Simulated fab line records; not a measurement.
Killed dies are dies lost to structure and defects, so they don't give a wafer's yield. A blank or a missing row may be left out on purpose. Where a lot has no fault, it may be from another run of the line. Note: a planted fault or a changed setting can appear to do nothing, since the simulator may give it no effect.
Matching of chambers    flow n5_finfet    pecvd-01 running N5_BEOL_M9_PECVD_70: 3 sister chambers
The step deposits SiO2 from TEOS/O2, target thk 20 nm, time 22.7 s. 3 wafers are shown with their chamber, then 10 later ones without.

WAFERS PAIRED WITH THEIR CHAMBERS
wafer   chamber  showerhead_plenum_p_Torr (Torr)
L089.2  1        8.69
L089.5  0        8.86
L090.4  2        8.81

WAFERS WITHOUT THEIR CHAMBER
wafer   showerhead_plenum_p_Torr (Torr)
L090.6  8.86
L091.1  8.89
L091.2  8.68
L091.6  8.80
L092.1  8.81
L092.2  8.87
L092.3  8.67
L094.2  8.88
L094.3  8.80
L094.5  8.68

WHICH CHAMBER EACH WENT THROUGH
wafer   from the rows above  in truth
L090.6  0                    0
L091.1  0                    0
L091.2  1                    1
L091.6  2                    2
L092.1  2                    2
L092.2  0                    0
L092.3  1                    1
L094.2  0                    0
L094.3  2                    2
L094.5  1                    1
Placed correctly: 10 of 10. From these rows, 0 cannot be placed. Wrongly placed: 0.
How it was worked out, from the rows above alone: a wafer's distance from a chamber is the root of the sum, over the readings, of the square of ((its reading less the chamber's mean) divided by the reading's scatter). If the next closest chamber is less than 2 further off than the closest, the wafer can't be placed; otherwise it belongs to the closest. Each chamber's mean is taken over the wafers shown for it. The scatter: with one shown wafer a chamber, the root of the mean of the squares of how far each hidden wafer lies from its nearest shown one.
